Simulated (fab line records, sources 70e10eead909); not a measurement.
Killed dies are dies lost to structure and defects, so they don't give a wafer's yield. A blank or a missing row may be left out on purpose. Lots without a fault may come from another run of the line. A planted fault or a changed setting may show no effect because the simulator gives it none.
Chamber matching | flow nand_harc | NHARC_P_GATE_DEP_103 on pecvd-03: 3 sister chambers
The step deposits SiON, target thk 30 nm. 6 wafers are shown with their chamber, then 7 later ones without.

WAFERS WITH THEIR CHAMBER
wafer  | chamber | heater_power_w (W)
L984.3 | 1       | 620
L991.1 | 2       | 1022
L991.2 | 1       | 704
L991.3 | 0       | 771
L995.1 | 0       | 742
L995.3 | 2       | 1017

WAFERS WITHOUT THEIR CHAMBER
wafer  | heater_power_w (W)
L995.5 | 797
L101.3 | 970
L101.4 | 797
L101.6 | 967
L100.2 | 736
L100.3 | 641
L100.6 | 735

WHICH CHAMBER EACH WENT THROUGH
wafer  | from the rows above     | in truth
L995.5 | 0                       | 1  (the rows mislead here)
L101.3 | 2                       | 2
L101.4 | 0                       | 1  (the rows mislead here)
L101.6 | 2                       | 2
L100.2 | can't be placed: 0 or 1 | 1
L100.3 | 1                       | 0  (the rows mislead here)
L100.6 | can't be placed: 0 or 1 | 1
Placed correctly: 2 of 7. Can't be placed from these rows: 2 (the true chamber is among the candidates in 2). Placed wrongly: 3.
How it was worked out, from the rows above alone: a wafer's distance from a chamber is the root of the sum, over the readings, of the square of ((its reading less the chamber's mean) divided by the reading's scatter). The wafer belongs to the nearest chamber; if the next one is less than 2 further off, it can't be placed. A chamber's mean is the mean of its shown wafers. The scatter: the root of (the sum of the squares of (reading less its chamber's mean) over the shown wafers, divided by (wafers less chambers)).
